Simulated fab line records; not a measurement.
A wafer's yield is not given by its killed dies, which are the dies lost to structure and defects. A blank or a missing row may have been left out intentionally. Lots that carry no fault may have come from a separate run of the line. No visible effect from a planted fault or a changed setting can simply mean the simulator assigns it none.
Chamber matching -- flow nandHarc -- NHARC_THIN_TSV_DEP_47 on pecvd-02: 3 sister chambers
The step deposits SiO2, target thk 200 nm. 3 wafers are shown with their chamber, then 8 later ones without.

WAFERS, EACH WITH ITS CHAMBER
wafer,chamber,throttleValvePct (%)
L421.4,1,16.2
L425.6,0,16.5
L424.1,2,15.8

WAFERS WITH NO CHAMBER GIVEN
wafer,throttleValvePct (%)
L424.3,16.2
L424.5,15.9
L426.1,16.6
L426.3,16.1
L426.5,16.4
L436.4,15.6
L436.5,15.7
L436.6,16.1

WHICH CHAMBER EACH ONE RAN IN
wafer,from the rows above,in truth
L424.3,1,1
L424.5,can't be placed: 2 or 1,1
L426.1,0,0
L426.3,can't be placed: 1 or 2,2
L426.5,can't be placed: 0 or 1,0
L436.4,2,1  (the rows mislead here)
L436.5,2,2
L436.6,can't be placed: 1 or 2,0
Correctly placed: 3 of 8. Unplaceable from these rows: 4, with the true chamber sitting among the candidates in 3. Wrongly placed: 1.
How it was worked out, from the rows above alone: a wafer's distance from a chamber is the root of the sum, over the readings, of the square of ((its reading less the chamber's mean) divided by the reading's scatter). The wafer belongs to the nearest chamber; if the next one is less than 2 further off, it can't be placed. For every chamber, the mean is computed from those of its wafers that are shown. The scatter: with one shown wafer a chamber, the root of the mean of the squares of how far each hidden wafer lies from its nearest shown one.
